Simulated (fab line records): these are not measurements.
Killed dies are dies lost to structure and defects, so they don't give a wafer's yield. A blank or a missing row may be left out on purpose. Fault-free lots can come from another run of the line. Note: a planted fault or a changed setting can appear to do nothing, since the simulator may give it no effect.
fab line records -- flow n5_finfet
record: lots: 9, wafers: 27, last_day: 15
route steps=1938 shown FIN_SAQP@152 STI_FIN_REVEAL@188 DUMMY_GATE@215 BEOL_M4@1111
lots that met no fault: taken from a fault-free run of the same line
start_h: hours from the record's first day to the start of the lot's first wafer shown -- wait_h: how many hours have passed since the lot's step before this one -- " unchanged from the row above -- L1.1+2: several wafers, shown together as one row -- - no value present, or no start provided -- * or withheld: withheld -- < > ~ a bound
route shown NAME@n: a module of which the file shows steps, and the number in the route of the first -- usual: mean/standard deviation taken from wafers without a fault -- same: alike in all rows -- chamber/n: place in a boat -- sites: per-site readings -- _std_site: their standard deviation -- _edge_site: mean of outer sites minus mean of inner sites -- radius_mm: how far each site lies from the wafer's centre -- mask NAME#n: copy n -- behind: tool/chamber where the wafer was last shaped -- hold: why the lot went on hold/how many hours it stayed there/how the hold came to an end -- device: whichever transistor did not switch (one of n, p or np) -- end of line: the same wafers' tests at the end of the route -- a step with no rows: only its recipe -- killed: dies lost to structure and defects at the first sort, not the wafer's yield -- map: a wafer's dies, x killed, . not, _ none there
set.NAME: the run value of the setting; set.NAME@STEP: its run value at that earlier step -- model.NAME: the simulator's own value behind a step, which no gauge read
steps of the route over a sample of lots; a table a step, a row a wafer
services: when a tool's chamber went out of use (start_h, in hours from the record's first day, below 0 if earlier), for how many hours, and the reason
== steps ==
step: N5_FIN_SAQP_OCD_MEAS_76
usual: trench_depth_nm: 119/3.2
lot.wafer,tool,chamber,start_h,wait_h,trench_depth_nm
L873.1,ocd-01,-,39.66,0.0,126
L873.2,ocd-01,-,39.66,0.0,123
L873.4,ocd-01,-,39.66,0.0,121
L874.1,ocd-01,-,47.49,0.0,121
L874.2,ocd-01,-,47.49,0.0,114
L874.5,ocd-01,-,47.49,0.0,118
L875.2,ocd-02,-,50.87,0.0,118
L875.3,ocd-02,-,50.87,0.0,124
L875.5,ocd-02,-,50.87,0.0,123
L876.1,ocd-01,-,57.37,0.0,120
L876.2,ocd-01,-,57.37,0.0,117
L876.6,ocd-01,-,57.37,0.0,117
L879.1,ocd-01,-,74.43,0.0,114
L879.2,ocd-01,-,74.43,0.0,118
L879.6,ocd-01,-,74.43,0.0,116
L880.1,ocd-02,-,81.28,0.0,122
L880.2,ocd-02,-,81.28,0.0,120
L880.5,ocd-02,-,81.28,0.0,115
L884.1,ocd-01,-,104.38,0.0,124
L884.4,ocd-01,-,104.38,0.0,121
L884.5,ocd-01,-,104.38,0.0,124
L885.1,ocd-02,-,112.42,0.0,121
L885.3,ocd-02,-,112.42,0.0,122
L885.6,ocd-02,-,112.42,0.0,123
L886.3,ocd-01,-,117.73,0.0,119
L886.4,ocd-01,-,117.73,0.0,120
L886.6,ocd-01,-,117.73,0.0,118
step: N5_STI_FIN_REVEAL_THK_MEAS_05
usual: thk_nm: 131.5/1.4
lot.wafer,tool,chamber,start_h,wait_h,thk_nm
L873.1,film_metro-01,-,46.62,-,131.9
L873.2,film_metro-01,-,46.62,-,129.8
L873.4,film_metro-01,-,46.62,-,130.8
L874.1,film_metro-02,-,55.44,-,131.3
L874.2,film_metro-02,-,55.44,-,129.7
L874.5,film_metro-02,-,55.44,-,130.6
L875.2,film_metro-02,-,58.77,-,131.0
L875.3,film_metro-02,-,58.77,-,130.8
L875.5,film_metro-02,-,58.77,-,128.5
L876.1,film_metro-01,-,64.40,-,133.6
L876.2,film_metro-01,-,64.40,-,132.9
L876.6,film_metro-01,-,64.40,-,132.9
L879.1,film_metro-01,-,81.87,-,129.3
L879.2,film_metro-01,-,81.87,-,132.4
L879.6,film_metro-01,-,81.87,-,129.7
L880.1,film_metro-02,-,88.11,-,130.1
L880.2,film_metro-02,-,88.11,-,130.7
L880.5,film_metro-02,-,88.11,-,132.4
L884.1,film_metro-01,-,111.19,-,129.4
L884.4,film_metro-01,-,111.19,-,132.5
L884.5,film_metro-01,-,111.19,-,132.4
L885.1,film_metro-02,-,121.18,-,132.1
L885.3,film_metro-02,-,121.18,-,133.6
L885.6,film_metro-02,-,121.18,-,131.9
L886.3,film_metro-01,-,124.77,-,135.1
L886.4,film_metro-01,-,124.77,-,133.3
L886.6,film_metro-01,-,124.77,-,133.5
step: N5_DUMMY_GATE_CVD_03
recipe: material: a-Si, target_thk_a: 1500, temp_c: 530, precursor: SiH4, time_s: 8042
usual: spike_tc_bottom_C: 553/4.1, spike_tc_centre_C: 531.5/0.72, spike_tc_lower_C: 529.5/0.8, spike_tc_top_C: 554.5/2.5, spike_tc_upper_C: 530.2/0.66, susceptor_temp_C: 529.98/0.11, zone_power_lower_pct: 7.3/0.63
same: time_s: 8042
lot.wafer,tool,chamber,start_h,wait_h,spike_tc_bottom_C,spike_tc_centre_C,spike_tc_lower_C,spike_tc_top_C,spike_tc_upper_C,susceptor_temp_C,zone_power_lower_pct
L873.1,lpcvd-02,0/15,50.40,0.1,551,531.0,528.5,558.2,530.9,530.09,7.2
L873.2,lpcvd-02,0/20,50.40,0.1,551,531.0,528.5,558.2,530.9,530.09,7.2
L873.4,lpcvd-02,0/29,50.40,0.1,551,531.0,528.5,558.2,530.9,530.09,7.2
L874.1,lpcvd-01,0/15,59.29,0.1,547,532.2,529.0,557.6,529.8,529.89,6.3
L874.2,lpcvd-01,0/20,59.29,0.1,547,532.2,529.0,557.6,529.8,529.89,6.3
L874.5,lpcvd-01,0/34,59.29,0.1,547,532.2,529.0,557.6,529.8,529.89,6.3
L875.2,lpcvd-02,1/20,62.37,0.1,552,532.5,529.0,551.4,529.9,530.04,8.0
L875.3,lpcvd-02,1/25,62.37,0.1,552,532.5,529.0,551.4,529.9,530.04,8.0
L875.5,lpcvd-02,1/34,62.37,0.1,552,532.5,529.0,551.4,529.9,530.04,8.0
L876.1,lpcvd-01,1/90,68.00,0.1,557,531.2,530.3,553.8,530.7,529.91,7.5
L876.2,lpcvd-01,1/95,68.00,0.1,557,531.2,530.3,553.8,530.7,529.91,7.5
L876.6,lpcvd-01,1/114,68.00,0.1,557,531.2,530.3,553.8,530.7,529.91,7.5
L879.1,lpcvd-01,1/90,85.98,0.5,557,530.7,530.6,553.8,530.7,530.07,7.5
L879.2,lpcvd-01,1/95,85.98,0.5,557,530.7,530.6,553.8,530.7,530.07,7.5
L879.6,lpcvd-01,1/114,85.98,0.5,557,530.7,530.6,553.8,530.7,530.07,7.5
L880.1,lpcvd-01,1/15,91.92,0.1,557,529.9,530.7,553.3,531.2,529.98,7.5
L880.2,lpcvd-01,1/20,91.92,0.1,557,529.9,530.7,553.3,531.2,529.98,7.5
L880.5,lpcvd-01,1/34,91.92,0.1,557,529.9,530.7,553.3,531.2,529.98,7.5
L884.1,lpcvd-01,1/15,116.17,0.1,579,553.8,552.2,574.7,552.7,552.17,8.0
L884.4,lpcvd-01,1/29,116.17,0.1,579,553.8,552.2,574.7,552.7,552.17,8.0
L884.5,lpcvd-01,1/34,116.17,0.1,579,553.8,552.2,574.7,552.7,552.17,8.0
L885.1,lpcvd-02,1/40,124.70,0.1,553,532.2,529.3,551.5,529.5,529.89,8.0
L885.3,lpcvd-02,1/50,124.70,0.1,553,532.2,529.3,551.5,529.5,529.89,8.0
L885.6,lpcvd-02,1/64,124.70,0.1,553,532.2,529.3,551.5,529.5,529.89,8.0
L886.3,lpcvd-01,1/75,128.47,0.1,579,552.9,552.4,574.5,553.1,552.26,8.0
L886.4,lpcvd-01,1/79,128.47,0.1,579,552.9,552.4,574.5,553.1,552.26,8.0
L886.6,lpcvd-01,1/89,128.47,0.1,579,552.9,552.4,574.5,553.1,552.26,8.0
step: N5_DUMMY_GATE_CMP_04
recipe: material: a-Si, post_cmp_clean: alkaline_brush
usual: motor_current_A: 10.6/1.7, slurry_flow_ml_min: 150.0/0.43, time_to_endpoint_s: 12/3.2
lot.wafer,tool,chamber,start_h,wait_h,motor_current_A,slurry_flow_ml_min,time_to_endpoint_s
L873.1,cmp-01,2,54.13,0.0,10.3,150.0,10
L873.4,cmp-01,0,54.13,0.0,11.3,148.9,14
L873.2,cmp-01,1,54.13,0.0,8.9,150.6,12
L874.2,cmp-04,2,63.07,0.1,9.4,149.3,14
L874.1,cmp-04,0,63.07,0.1,9.6,150.2,8
L874.5,cmp-04,1,63.07,0.1,11.7,150.7,10
L875.2,cmp-01,1,66.14,0.1,9.2,150.3,8
L875.3,cmp-01,3,66.14,0.1,8.6,150.1,7
L875.5,cmp-01,1,66.14,0.1,8.9,150.1,9
L876.2,cmp-03,1,71.73,0.0,14.2,149.9,9
L876.1,cmp-03,3,71.73,0.0,9.2,150.7,8
L876.6,cmp-03,2,71.73,0.0,10.3,149.6,8
L879.2,cmp-03,0,89.73,0.0,9.0,149.7,16
L879.1,cmp-03,3,89.73,0.0,9.2,150.7,10
L879.6,cmp-03,0,89.73,0.0,8.7,150.1,16
L880.1,cmp-04,3,95.67,0.0,12.1,151.0,13
L880.2,cmp-04,0,95.67,0.0,9.6,150.1,10
L880.5,cmp-04,0,95.67,0.0,10.0,150.4,7
L884.4,cmp-03,1,119.91,0.0,13.7,150.2,29
L884.1,cmp-03,0,119.91,0.0,8.4,150.2,35
L884.5,cmp-03,2,119.91,0.0,10.7,150.0,24
L885.1,cmp-03,1,128.43,0.0,15.0,150.0,12
L885.3,cmp-03,0,128.43,0.0,8.9,150.6,12
L885.6,cmp-03,2,128.43,0.0,10.0,150.2,10
L886.4,cmp-04,0,132.25,0.0,10.3,149.9,36
L886.3,cmp-04,2,132.25,0.0,9.1,150.9,38
L886.6,cmp-04,1,132.25,0.0,11.2,150.2,37
step: N5_DUMMY_GATE_INSPECT_17
recipe: mode: adi, inspect_instrument: brightfield
usual: raw_defect_count: 178/47
lot.wafer,tool,chamber,start_h,wait_h,raw_defect_count
L873.1,defect_inspect-01,-,58.78,0.1,146
L873.2,defect_inspect-01,-,58.78,0.1,160
L873.4,defect_inspect-01,-,58.78,0.1,218
L874.1,defect_inspect-01,-,67.69,0.1,157
L874.2,defect_inspect-01,-,67.69,0.1,182
L874.5,defect_inspect-01,-,67.69,0.1,117
L875.2,defect_inspect-01,-,70.77,0.0,210
L875.3,defect_inspect-01,-,70.77,0.0,130
L875.5,defect_inspect-01,-,70.77,0.0,228
L876.1,defect_inspect-01,-,76.49,0.1,122
L876.2,defect_inspect-01,-,76.49,0.1,192
L876.6,defect_inspect-01,-,76.49,0.1,137
L879.1,defect_inspect-02,-,96.31,0.1,162
L879.2,defect_inspect-02,-,96.31,0.1,279
L879.6,defect_inspect-02,-,96.31,0.1,195
L880.1,defect_inspect-02,-,100.30,0.1,177
L880.2,defect_inspect-02,-,100.30,0.1,202
L880.5,defect_inspect-02,-,100.30,0.1,295
L884.1,defect_inspect-01,-,124.66,0.1,147
L884.4,defect_inspect-01,-,124.66,0.1,112
L884.5,defect_inspect-01,-,124.66,0.1,157
L885.1,defect_inspect-01,-,133.19,0.1,139
L885.3,defect_inspect-01,-,133.19,0.1,153
L885.6,defect_inspect-01,-,133.19,0.1,144
L886.3,defect_inspect-02,-,137.01,0.0,153
L886.4,defect_inspect-02,-,137.01,0.0,216
L886.6,defect_inspect-02,-,137.01,0.0,173
step: N5_BEOL_M4_RC_MEAS_101
usual: DIBL_N: 36.7/2.4, DIBL_P: 37.4/2.9, IOFF_N: 0.18/0.05, IOFF_P: 0.23/0.058, ION_N: 683/16, ION_P: 467/11, SS_N: 71.7/0.77, SS_P: 73.5/0.87, VT_N: 249/4.3, VT_P: -250/4.4
lot.wafer,tool,chamber,start_h,wait_h,DIBL_N[mV/V],DIBL_P[mV/V],IOFF_N[nA/um],IOFF_P[nA/um],ION_N[uA/um],ION_P[uA/um],SS_N[mV/dec],SS_P[mV/dec],VT_N[mV],VT_P[mV]
L873.1,prober-01,0,173.25,0.0,40.3,40.8,0.21,0.26,705,477,72.5,74.6,248,-248
L873.2,prober-01,0,173.25,0.0,39.0,38.0,0.17,0.21,685,461,72.2,73.5,250,-254
L873.4,prober-01,0,173.25,0.0,38.0,38.5,0.17,0.23,665,456,71.6,73.4,250,-252
L874.1,prober-02,0,181.21,0.0,44.2,45.7,0.35,0.40,696,473,73.9,76.2,242,-242
L874.2,prober-02,0,181.21,0.0,35.3,36.6,0.15,0.23,685,471,71.3,73.1,251,-250
L874.5,prober-02,0,181.21,0.0,38.9,40.1,0.20,0.28,669,463,72.6,73.9,247,-247
L875.2,prober-01,0,190.50,0.2,37.9,36.9,0.17,0.20,657,450,72.0,73.5,251,-251
L875.3,prober-01,0,190.50,0.2,33.1,32.0,0.11,0.14,679,458,71.3,71.7,252,-257
L875.5,prober-01,0,190.50,0.2,34.5,32.7,0.12,0.14,660,447,70.7,72.0,257,-256
L876.1,prober-01,0,195.96,0.0,36.8,38.4,0.15,0.23,665,467,71.2,74.1,253,-250
L876.2,prober-01,0,195.96,0.0,39.4,42.4,0.25,0.32,709,489,73.4,74.4,245,-246
L876.6,prober-01,0,195.96,0.0,35.4,37.2,0.14,0.21,668,464,71.2,74.1,254,-254
L879.1,prober-01,0,209.16,0.0,39.1,37.9,0.23,0.31,676,473,73.1,73.8,245,-244
L879.2,prober-01,0,209.16,0.0,35.8,35.5,0.16,0.25,682,475,71.4,73.0,250,-248
L879.6,prober-01,0,209.16,0.0,39.2,39.8,0.24,0.35,699,477,71.8,74.4,244,-241
L880.1,prober-01,0,216.10,0.0,38.4,38.5,0.19,0.28,692,482,72.2,74.2,249,-246
L880.2,prober-01,0,216.10,0.0,38.5,38.8,0.21,0.29,703,484,72.1,73.7,245,-246
L880.5,prober-01,0,216.10,0.0,37.4,36.5,0.18,0.26,680,470,72.1,73.5,245,-246
L884.1,prober-01,0,244.39,0.0,39.9,40.6,0.24,0.30,686,472,72.7,74.0,245,-245
L884.4,prober-01,0,244.39,0.0,40.1,41.1,0.24,0.30,701,468,73.2,74.5,249,-246
L884.5,prober-01,0,244.39,0.0,38.0,40.3,0.19,0.28,673,465,71.8,74.7,247,-243
L885.1,prober-02,0,251.41,0.0,40.2,40.8,0.23,0.29,690,473,73.1,74.3,243,-246
L885.3,prober-02,0,251.41,0.0,36.4,36.5,0.16,0.22,691,476,71.3,72.9,247,-249
L885.6,prober-02,0,251.41,0.0,40.9,42.7,0.29,0.33,711,480,72.8,74.5,238,-242
L886.3,prober-01,0,251.78,0.3,35.1,35.5,0.17,0.21,667,459,71.8,73.4,250,-249
L886.4,prober-01,0,251.78,0.3,35.5,35.2,0.16,0.20,662,451,71.6,72.3,251,-251
L886.6,prober-01,0,251.78,0.3,36.0,37.2,0.18,0.22,672,461,72.4,73.4,250,-250
== services ==
tool,chamber,start_h,hours,kind
cmp-01,-,26.89,1.8,repair
cmp-03,-,29.57,4.0,pm
cmp-01,-,50.37,0.7,repair
cmp-01,-,70.69,3.3,pm
cmp-01,-,77.15,3.3,repair
cmp-03,-,87.12,1.6,repair
cmp-03,-,121.86,1.9,repair
cmp-04,-,123.58,4.3,pm
== key ==
first_sign: step: N5_DUMMY_GATE_CVD_03, reading: susceptor_temp_C, direction: up, sigmas: 99+, usual: *, struck: *
effect: step: N5_DUMMY_GATE_CVD_03, reading: spike_tc_upper_C, direction: up, sigmas: 34, usual: 530.2, struck: 552.9
effect: step: N5_DUMMY_GATE_CMP_04, reading: time_to_endpoint_s, direction: up, sigmas: 6.7, usual: *, struck: *
met_at N5_DUMMY_GATE_CVD_03
struck_lots L884,L886
not_acting_at N5_FIN_SAQP_OCD_MEAS_76,N5_STI_FIN_REVEAL_THK_MEAS_05,N5_DUMMY_GATE_INSPECT_17
onset_between 91.92 116.17
fault: kind: process_parameter_drift, tool: lpcvd-01, chamber: -, onset_h: 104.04, steps: N5_DUMMY_GATE_CVD_03, channel: temp_c, offset: *, shape: step, end_h: 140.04, acts_in: *, stated: *
